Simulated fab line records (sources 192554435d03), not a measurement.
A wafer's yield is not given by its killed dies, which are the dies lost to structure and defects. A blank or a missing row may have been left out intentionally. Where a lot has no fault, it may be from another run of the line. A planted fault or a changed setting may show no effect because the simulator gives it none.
fab line records    flow n5_finfet
record: lots: 11  wafers: 33  last_day: 17
route steps=1938 shown GATE_CUT@504 MIM_TOP@1834 MIM_BOT_LITHO@1862 PASSIVATION@1911
lots with no fault: from the same line, run without faults
start_h: hours from the record's first day to the start of the lot's first wafer shown    wait_h: how many hours have passed since the lot's step before this one    " as in the row above    L1.1+2: a row that stands for several wafers    - no value, or no start was given    * or withheld: withheld    < > ~ a bound
route shown NAME@n: a module of which the file shows steps, and the number in the route of the first    usual: mean and standard deviation over wafers with no fault    same: alike in all rows    chamber/n: place in a boat    sites: readings site by site    _std_site: standard deviation across them    _edge_site: the outer-site mean with the inner-site mean subtracted    radius_mm: for every site, how far away it sits from the centre of the wafer    mask NAME#n: copy n    behind: the tool/chamber that last shaped the wafer    hold: cause of the lot's hold/its duration in hours/its outcome    device: the transistor (n, p or np) that didn't switch    end of line: tests of these same wafers at the route's end    where a step has no rows: the recipe by itself    killed: count of dies lost to structure and defects at first sort (not the wafer's yield)    map: shows each die of a wafer: x if killed, . if not, _ if none is there
set.NAME: the setting as run; set.NAME@STEP: as run at that earlier step    model.NAME: the simulator's own value behind a step, which no gauge read
the route's steps for a sample of lots (tables are steps, rows are wafers)
services: the hour from which a tool's chamber was out of use, counted from the record's first day as start_h (under 0 if before that day), plus the number of hours and why
== steps ==
step: N5_GATE_CUT_VAPOR_ETCH_48
recipe: chemistry: BCl3/Cl2  target: TiN  mode: isotropic
usual: drypump_motor_current_A: 5.9/0.43  oes_product_au: 0.74/0.084
lot.wafer  tool          chamber  start_h  wait_h  drypump_motor_current_A  oes_product_au
L363.2     rie_metal-02  1        90.04    0.0     6.3                      0.68
L363.3     "             1        "        "       6.3                      0.67
L363.4     "             0        "        "       6.0                      0.68
L364.1     rie_metal-01  0        91.86    0.0     5.0                      0.76
L364.4     "             1        "        "       5.9                      0.71
L364.5     "             0        "        "       5.1                      0.75
L366.2     rie_metal-01  1        101.68   0.0     5.9                      0.71
L366.3     "             1        "        "       5.9                      0.71
L366.4     "             0        "        "       5.0                      0.75
L368.1     rie_metal-02  1        115.81   0.0     6.3                      0.67
L368.4     "             1        "        "       6.3                      0.67
L368.6     "             0        "        "       6.0                      0.67
L369.3     rie_metal-03  0        120.62   0.0     6.1                      0.81
L369.4     "             1        "        "       6.0                      0.57
L369.5     "             1        "        "       6.0                      0.57
L370.3     rie_metal-02  0        128.44   0.0     6.0                      0.67
L370.5     "             0        "        "       6.0                      0.67
L370.6     "             1        "        "       6.3                      0.67
L372.1     rie_metal-02  0        138.95   0.0     6.0                      0.66
L372.4     "             0        "        "       6.0                      0.66
L372.5     "             0        "        "       6.0                      0.67
L374.3     rie_metal-02  0        149.94   0.0     6.0                      0.67
L374.5     "             0        "        "       6.0                      0.67
L374.6     "             1        "        "       6.3                      0.66
L382.1     rie_metal-03  0        201.90   0.0     6.1                      0.79
L382.5     "             0        "        "       6.1                      0.80
L382.6     "             1        "        "       6.1                      0.92
L385.1     rie_metal-03  1        221.43   0.0     6.0                      0.89
L385.3     "             0        "        "       6.1                      0.79
L385.6     "             1        "        "       6.0                      0.90
L386.3     rie_metal-01  1        221.80   0.0     5.9                      0.69
L386.4     "             0        "        "       5.0                      0.72
L386.6     "             0        "        "       5.0                      0.73
step: N5_MIM_TOP_ALD_00
recipe: material: Al2O3  target_thk_a: *  temp_c: withheld  ald_precursor_family: TMA  ald_co_reactant: O3  pulse_time_s: withheld  purge_time_s: 3  co_reactant_purge_time_s: withheld  co_reactant_pulse_time_s: 3  ald_cycles: withheld
usual: precursor_pulse_height_rel: 1.000/0.02
lot.wafer  tool       chamber  start_h  wait_h  precursor_pulse_height_rel
L363.2     ald_hk-01  1        260.87   0.1     1.005
L363.3     "          3        "        "       1.023
L363.4     "          2        "        "       1.015
L364.1     ald_hk-01  3        271.20   0.1     1.006
L364.4     "          0        "        "       1.010
L364.5     "          3        "        "       0.967
L366.2     ald_hk-03  0        271.40   0.1     0.989
L366.3     "          1        "        "       1.013
L366.4     "          3        "        "       0.993
L368.1     ald_hk-03  2        275.38   0.1     0.963
L368.4     "          3        "        "       0.970
L368.6     "          0        "        "       0.997
L369.3     ald_hk-02  2        292.92   0.1     1.001
L369.4     "          0        "        "       0.982
L369.5     "          3        "        "       1.019
L370.3     ald_hk-02  3        303.73   0.1     0.977
L370.5     "          0        "        "       1.011
L370.6     "          3        "        "       1.000
L372.1     ald_hk-01  0        312.56   0.1     0.958
L372.4     "          3        "        "       1.034
L372.5     "          1        "        "       1.015
L374.3     ald_hk-01  3        321.22   0.1     1.017
L374.5     "          3        "        "       0.990
L374.6     "          2        "        "       1.019
L382.1     ald_hk-01  2        366.58   0.1     1.039
L382.5     "          1        "        "       0.986
L382.6     "          0        "        "       1.053
L385.1     ald_hk-01  3        399.16   0.1     0.990
L385.3     "          0        "        "       1.021
L385.6     "          3        "        "       0.999
L386.3     ald_hk-02  2        404.59   0.1     0.991
L386.4     "          0        "        "       1.009
L386.6     "          2        "        "       0.990
step: N5_MIM_BOT_LITHO_CD_MEAS_08
recipe: target_cd_nm: 3000  landing_energy_ev: 500  detector: se_inlens  polarity: opening
usual: cd_nm: 3000.0/1.3
same: landing_energy_ev: 500
lot.wafer  tool       chamber  start_h  wait_h  cd_nm
L363.2     cd_sem-02  0        263.00   -       3001.3
L363.3     "          0        "        "       3001.8
L363.4     "          0        "        "       3001.1
L364.1     cd_sem-03  0        275.61   -       3000.5
L364.4     "          0        "        "       2999.3
L364.5     "          0        "        "       3000.6
L366.2     cd_sem-02  0        275.91   -       3003.0
L366.3     "          0        "        "       3002.2
L366.4     "          0        "        "       3001.3
L368.1     cd_sem-01  0        277.62   -       2999.0
L368.4     "          0        "        "       2999.5
L368.6     "          0        "        "       2998.7
L369.3     cd_sem-01  0        295.31   -       3001.2
L369.4     "          0        "        "       3000.5
L369.5     "          0        "        "       3000.2
L370.3     cd_sem-03  0        305.81   -       2999.9
L370.5     "          0        "        "       2998.7
L370.6     "          0        "        "       2999.4
L372.1     cd_sem-01  0        314.51   -       2999.7
L372.4     "          0        "        "       2999.1
L372.5     "          0        "        "       2999.7
L374.3     cd_sem-03  0        325.66   -       3000.5
L374.5     "          0        "        "       2999.3
L374.6     "          0        "        "       3000.0
L382.1     cd_sem-01  0        370.86   -       2999.3
L382.5     "          0        "        "       2998.9
L382.6     "          0        "        "       2999.3
L385.1     cd_sem-02  0        401.29   -       3000.5
L385.3     "          0        "        "       2999.9
L385.6     "          0        "        "       3000.1
L386.3     cd_sem-03  0        406.79   -       2998.2
L386.4     "          0        "        "       2998.9
L386.6     "          0        "        "       2999.2
step: N5_PASSIVATION_STRIP_34
recipe: chemistry: O2  power_w: 600  temp_c: 60  pressure_mtorr: 30  rf_frequency_hz: 6e+07  bias_power_w: 0  overash_fraction: 2  o2_flow_sccm: 225
usual: chamber_pressure_mTorr: 29.99/0.09  drypump_motor_current_A: 5.8/0.43  o2_flow_sccm: 225.1/0.7  oes_product_au: 0.79/0.076  rf_vpp_V: 3.7/1.5  showerhead_plenum_p_Torr: 2.13/0.07  throttle_valve_pct: 16.52/0.27
lot.wafer  tool         chamber  start_h  wait_h  chamber_pressure_mTorr  drypump_motor_current_A  o2_flow_sccm  oes_product_au  rf_hours_counter_h  rf_vpp_V  showerhead_plenum_p_Torr  throttle_valve_pct
L363.2     rie_diel-05  1        267.16   0.1     29.95                   5.6                      225.2         0.71            173                 4.7       2.17                      16.52
L363.3     "            2        "        "       30.08                   5.8                      225.7         0.88            58                  3.1       2.13                      16.15
L363.4     "            3        "        "       29.84                   5.9                      223.9         0.95            10                  4.3       2.06                      16.49
L364.1     rie_diel-06  0        280.04   0.1     30.02                   5.9                      223.8         0.71            190                 3.2       2.09                      16.60
L364.4     "            1        "        "       29.94                   6.5                      225.9         0.83            96                  6.0       2.21                      16.60
L364.5     "            2        "        "       30.02                   5.6                      225.3         0.73            -                   4.4       2.00                      16.76
L366.2     rie_diel-05  2        280.68   0.1     30.05                   5.8                      225.1         0.85            62                  5.9       2.13                      16.18
L366.3     "            0        "        "       30.06                   5.1                      223.1         0.84            56                  5.1       2.22                      16.66
L366.4     "            3        "        "       30.03                   5.9                      224.3         0.91            14                  4.4       2.06                      16.44
L368.1     rie_diel-04  0        281.11   0.1     30.05                   5.4                      224.0         0.83            86                  3.8       2.12                      16.62
L368.4     "            2        "        "       30.08                   5.9                      224.8         0.76            127                 2.4       2.11                      16.88
L368.6     "            2        "        "       29.98                   5.8                      226.0         0.77            -                   4.6       2.11                      16.89
L369.3     rie_diel-06  3        302.93   0.1     29.87                   6.6                      225.3         0.94            18                  5.6       2.23                      16.02
L369.4     "            1        "        "       30.06                   6.4                      224.9         0.82            105                 4.3       2.21                      16.69
L369.5     "            2        "        "       29.85                   5.7                      224.1         0.72            -                   2.1       1.99                      16.79
L370.3     rie_diel-05  3        310.00   0.1     29.98                   5.9                      226.1         0.88            26                  4.7       2.05                      16.48
L370.5     "            3        "        "       29.75                   5.9                      226.9         0.89            -                   2.6       2.05                      16.40
L370.6     "            0        "        "       29.89                   5.0                      225.0         0.80            -                   1.6       2.21                      16.69
L372.1     rie_diel-05  3        319.06   0.1     30.06                   5.9                      225.3         0.90            29                  1.5       2.05                      16.49
L372.4     "            0        "        "       29.97                   5.1                      224.5         0.82            71                  3.1       2.21                      16.72
L372.5     "            1        "        "       29.98                   5.7                      224.8         0.70            -                   1.4       2.17                      16.52
L374.3     rie_diel-06  2        332.92   0.1     30.00                   5.6                      224.7         0.74            203                 0.4       1.99                      16.83
L374.5     "            3        "        "       30.07                   6.6                      226.4         0.91            -                   2.6       2.22                      15.98
L374.6     "            0        "        "       29.99                   5.9                      224.0         0.69            -                   7.9       2.09                      16.68
L382.1     rie_diel-05  0        377.17   0.2     29.95                   5.1                      224.8         0.78            90                  8.5       2.21                      16.73
L382.5     "            0        "        "       29.94                   5.1                      225.1         0.81            -                   4.8       2.21                      16.73
L382.6     "            2        "        "       29.86                   5.8                      225.7         0.82            -                   3.3       2.11                      16.23
L385.1     rie_diel-05  2        406.73   0.2     29.95                   5.8                      224.9         0.79            116                 3.0       2.11                      16.25
L385.3     "            1        "        "       29.96                   5.6                      225.8         0.69            233                 1.3       2.15                      16.68
L385.6     "            1        "        "       29.98                   5.7                      225.9         0.68            -                   2.7       2.15                      16.61
L386.3     rie_diel-05  0        411.54   0.1     29.94                   5.1                      225.9         0.78            106                 4.8       2.20                      16.71
L386.4     "            1        "        "       29.97                   5.7                      225.2         0.68            235                 6.0       2.15                      16.62
L386.6     "            2        "        "       30.13                   5.8                      225.4         0.81            -                   2.2       2.11                      16.25
step: N5_PASSIVATION_PROBE_49
usual: defect_limited_yield: 91.3/1.4  killed_at_M0_to_M3: 34/10  killed_at_M4_up: 13/4.8  killed_at_contacts: 12/6.1  killed_at_front_end: 40/11  killed_at_other: 3.7/2.8  killed_dies: 103/16  killed_on_rim: 13/3.6  killed_open: 67/12  killed_short: 34/7.4  sort_bin_5_function: 5.1/0.95  sort_bin_6_memory: 3.2/0.62  sort_n_pass: 1077/16  sort_yield_pct: 91.3/1.4
same: gross_dies: 1180  killed_at_back_side: 0  sort_bin_4_leakage[%]: 0  sort_bin_8_speed[%]: 0
lot.wafer  tool       chamber  start_h  wait_h  defect_limited_yield[%]  killed_at_M0_to_M3  killed_at_M4_up  killed_at_contacts  killed_at_front_end  killed_at_other  killed_dies  killed_on_rim  killed_open  killed_short  sort_bin_5_function[%]  sort_bin_6_memory[%]  sort_n_pass  sort_yield_pct[%]
L372.1     prober-01  -        323.44   0.0     83.6                     23                  13               9                   146                  3                194          29             63           39            9.7                     4.7                   986          83.6
L372.4     prober-01  -        323.59   0.2     85.4                     27                  9                1                   130                  5                172          30             69           22            9.2                     3.4                   1008         85.4
L372.5     prober-01  -        323.64   0.2     83.6                     49                  21               8                   114                  2                194          31             80           34            11.0                    3.1                   986          83.6
L374.3     prober-02  -        337.36   0.1     84.5                     36                  15               9                   117                  6                183          29             64           35            8.9                     4.4                   997          84.5
L374.5     prober-02  -        337.46   0.2     84.4                     34                  7                9                   132                  2                184          29             70           30            9.1                     4.2                   996          84.4
L374.6     prober-02  -        337.51   0.3     93.1                     27                  11               1                   38                   4                81           10             57           21            3.8                     2.6                   1099         93.1
killed by level:class
L372.1 GATE_CUT:unspecified=92 FIN_SAQP:geometric_particle:open=17 FIN_SAQP:geometric_particle:short=13 MOL_CONTACT_COAG:geometric_particle:open=7 BEOL_M0_SAQP:geometric_particle:short=7 BEOL_M3:geometric_particle:open=7 DUMMY_GATE:geometric_particle:open=5 BEOL_M4:geometric_particle:short=5
L372.4 GATE_CUT:unspecified=80 FIN_SAQP:geometric_particle:open=17 BEOL_M2:geometric_particle:open=10 DUMMY_GATE:geometric_particle:open=8 STI_FIN_REVEAL:geometric_particle:open=6 BEOL_M3:geometric_particle:open=6 BEOL_M2:geometric_particle:short=5 STI_FIN_REVEAL:geometric_particle:short=5
L372.5 GATE_CUT:unspecified=78 BEOL_M0_SAQP:geometric_particle:short=14 BEOL_M0_SAQP:geometric_particle:open=13 FIN_SAQP:geometric_particle:open=7 BEOL_M3:geometric_particle:open=7 DUMMY_GATE:geometric_particle:open=7 BEOL_M1:geometric_particle:open=7 BEOL_M5:geometric_particle:open=7
L374.3 GATE_CUT:unspecified=79 FIN_SAQP:geometric_particle:short=10 FIN_SAQP:geometric_particle:open=8 MOL_CONTACT_COAG:geometric_particle:open=8 BEOL_M2:geometric_particle:open=8 BEOL_M1:geometric_particle:open=6 BEOL_M4:geometric_particle:open=6 BEOL_M0_SAQP:geometric_particle:short=5
L374.5 GATE_CUT:unspecified=82 STI_FIN_REVEAL:geometric_particle:open=16 FIN_SAQP:geometric_particle:open=9 BEOL_M0_SAQP:geometric_particle:open=9 MOL_CONTACT_COAG:geometric_particle:open=7 BEOL_M2:geometric_particle:open=7 GATE_CUT:geometric_particle:open=5 FIN_SAQP:geometric_particle:short=4
L374.6 STI_FIN_REVEAL:geometric_particle:open=8 FIN_SAQP:geometric_particle:open=7 BEOL_M2:geometric_particle:open=6 BEOL_M0:geometric_particle:open=5 BEOL_M1:geometric_particle:open=5 GATE_CUT:geometric_particle:short=4 BEOL_M0_SAQP:geometric_particle:open=4 BEOL_M4:geometric_particle:open=4
== services ==
tool          chamber  start_h  hours  kind
rie_metal-01  1        77.91    5.6    repair
rie_metal-01  1        86.02    2.4    repair
rie_diel-04   1        104.02   9.3    repair
ald_hk-03     -        107.76   2.8    pm
rie_diel-05   2        132.80   6.0    repair
rie_metal-01  1        161.67   9.4    repair
ald_hk-01     -        193.06   2.6    repair
rie_metal-01  -        224.32   1.4    pm
rie_metal-03  0        265.79   4.4    repair
rie_metal-03  -        313.19   2.8    pm
rie_diel-04   0        314.36   2.7    repair
ald_hk-03     -        319.58   14.6   pm
rie_metal-01  -        321.67   1.0    repair
ald_hk-02     -        326.15   14.6   pm
rie_diel-05   0        344.58   14.1   repair
rie_diel-04   -        351.06   0.5    repair
rie_diel-04   0        359.64   29.0   repair
rie_diel-05   3        360.97   47.8   repair
rie_diel-05   -        365.03   0.5    repair
rie_diel-06   -        376.19   2.8    pm
ald_hk-02     -        395.15   8.7    pm
rie_diel-05   2        398.79   3.2    repair
rie_metal-01  -        399.54   2.0    repair
rie_metal-03  1        405.07   5.9    repair
== key ==
first_sign: step: N5_PASSIVATION_PROBE_49  reading: killed_at_front_end  direction: up  sigmas: 8.2  usual: 40  struck: 128
effect: step: N5_PASSIVATION_PROBE_49  reading: killed_dies  direction: up  sigmas: 5.2  usual: 103  struck: 185
more_kills_born_at: N5_GATE_CUT_VAPOR_ETCH_48@rie_metal-02: 411
met_at N5_GATE_CUT_VAPOR_ETCH_48
struck_lots L372,L374
struck_wafers L372.1,L372.4,L372.5,L374.3,L374.5
not_acting_at N5_MIM_TOP_ALD_00,N5_MIM_BOT_LITHO_CD_MEAS_08,N5_PASSIVATION_STRIP_34
onset_between 128.44 138.95
fault: kind: chamber_particle_source  tool: rie_metal-02  chamber: 0  onset_h: 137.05  steps: N5_GATE_CUT_VAPOR_ETCH_48  rate_per_visit_cm2: 0.91422  end_h: 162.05
